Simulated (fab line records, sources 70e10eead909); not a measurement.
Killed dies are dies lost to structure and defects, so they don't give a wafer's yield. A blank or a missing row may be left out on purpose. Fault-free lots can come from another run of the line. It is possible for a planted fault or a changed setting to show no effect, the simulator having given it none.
Comparing a struck lot with a sound one :: flow nandHarc :: 14 steps out of a route of 1302
Sound: these wafers, L495.1, L495.2, L495.6. Struck: wafers L500.1, L500.5, L500.6. At the end, the cause is stated.
For every step that has rows: the tool of each side, followed by ch and its chambers, followed by its first start. Under that, the readings that differ: sound wafers :: struck wafers :: difference of the means :: sigmas: that difference in standard deviations of wafers without a fault.
alike: a reading whose means differ by less than 2 such deviations, as well as words and numbers matching on both sides. not compared: withheld readings; readings where some wafer has no value; bounds like >300 that might hide an equal value; numbers whose values overlap and for which the record gives no deviation.
The two part at a step that has a row with sigmas, a row that says differs or no value, or rows on one side only. Numbers that have no deviation but don't overlap get no sigmas and don't part them. A reading missing from all wafers of one side parts the sides only when that side holds two or more wafers.

NHARC_A_CHANNEL_FILL_D2_ALD_15: deposits SiNx, target thk 2 nm, pulse time 60 s, ald cycles 19.
  sound on aldSinBatch-02 ch 0; struck on aldSinBatch-02 ch 0
reading: susceptorTempC (C)
sound: - - -
struck: 629.97 629.81 629.88
difference: no value on the sound wafers
sigmas: 
  alike: precursorPulseHeightRel
NHARC_A_CHANNEL_FILL_D2_ALD_16: deposits SiO2, target thk 1.5 nm, pulse time 10 s, ald cycles 15.
  sound on aldHk-04 ch 0,1,3, day 15 20:30; struck on aldHk-04 ch 1,2, day 17 04:21
  alike: heaterPowerOuterW, heaterPowerW, precursorPulseHeightRel, susceptorTempC
then, 2 steps without rows for these wafers: NHARC_A_CHANNEL_FILL_D2_ANNEAL_17 (time 1800 s); NHARC_A_CHANNEL_FILL_D2_CVD_18 (deposits poly-Si, target thk 3 nm).
NHARC_A_CHANNEL_FILL_D2_ETCHBACK_19: etches the open film in HBr/Cl2, target depth 5 nm, time 1.7 s.
  sound on rieSi-04 ch 1,2, day 16 08:28; struck on rieSi-04 ch 0,1,3, day 17 15:59
  alike: drypumpMotorCurrentA, oesProductAu, rfFwdPowerW, throttleValvePct
  not compared: rfHoursCounterH
NHARC_A_CHANNEL_FILL_D2_ETCHBACK_20: etches the open film in C4F8/O2/Ar, target depth 27 nm, time 13.5 s.
  sound on rieDiel-09 ch 2,3, day 16 08:37; struck on rieDiel-09 ch 0,1,3, day 17 16:07
  alike: oesProductAu, rfFwdPowerW, rfVppV
  not compared: rfHoursCounterH
then, 5 steps without rows for these wafers: NHARC_A_CHANNEL_FILL_D2_STRIP_28 (strips in O2, time 20 s); NHARC_A_CHANNEL_FILL_D2_PRECLEAN_21 (cleans in dHF, time 30 s); NHARC_A_CHANNEL_FILL_D2_SRD_23; NHARC_A_CHANNEL_FILL_D2_CVD_05 (deposits poly-Si, target thk 5 nm); NHARC_A_CHANNEL_FILL_D2_ANNEAL_22 (time 7200 s).
NHARC_A_CHANNEL_FILL_D2_ALD_25: deposits SiOx, target thk 60 nm, pulse time 10 s, ald cycles 600.
  sound on aldHk-04 ch 0,2,3, day 16 22:03; struck on aldHk-04 ch 0,1,3, day 18 08:11
reading: susceptorTempC (C)
sound: 300.06 300.40 299.83
struck: 289.13 289.18 289.58
difference: -10.80
sigmas: -60
  alike: heaterPowerOuterW, heaterPowerW, precursorPulseHeightRel
NHARC_A_CHANNEL_FILL_D2_ETCHBACK_08: etches the open film in C4F8, target depth 220 nm, time 110 s.
  sound on rieDiel-11 ch 1,3; struck on rieDiel-11 ch 2,3
reading: oesProductAu (a.u.)
sound: 0.94 0.92 0.92
struck: 1.00 1.00 1.00
difference: +0.07
sigmas: +2
  alike: rfFwdPowerW, rfVppV
  not compared: rfHoursCounterH
-- the record jumps here: 9 days lie between the struck wafers' starts before and after (it left off in module A_CHANNEL_FILL_D2 and takes up again in module END, whose first step shown is number 1302 of the route) --
NHARC_END_SORT_01:
  sound on prober-01 ch 0, day 26 11:56; struck on prober-02 ch 0, day 27 19:52
  alike: killedAtArray, killedAtOther, killedAtPeriphery, killedDies, killedOpen, killedShort

== WHERE THEY PART ==
Earliest at NHARC_A_CHANNEL_FILL_D2_ALD_15; latest, in this record, at NHARC_A_CHANNEL_FILL_D2_ETCHBACK_08. Later steps at which nothing parts them and some readings are alike: NHARC_END_SORT_01.

WHY: what the simulator had put in
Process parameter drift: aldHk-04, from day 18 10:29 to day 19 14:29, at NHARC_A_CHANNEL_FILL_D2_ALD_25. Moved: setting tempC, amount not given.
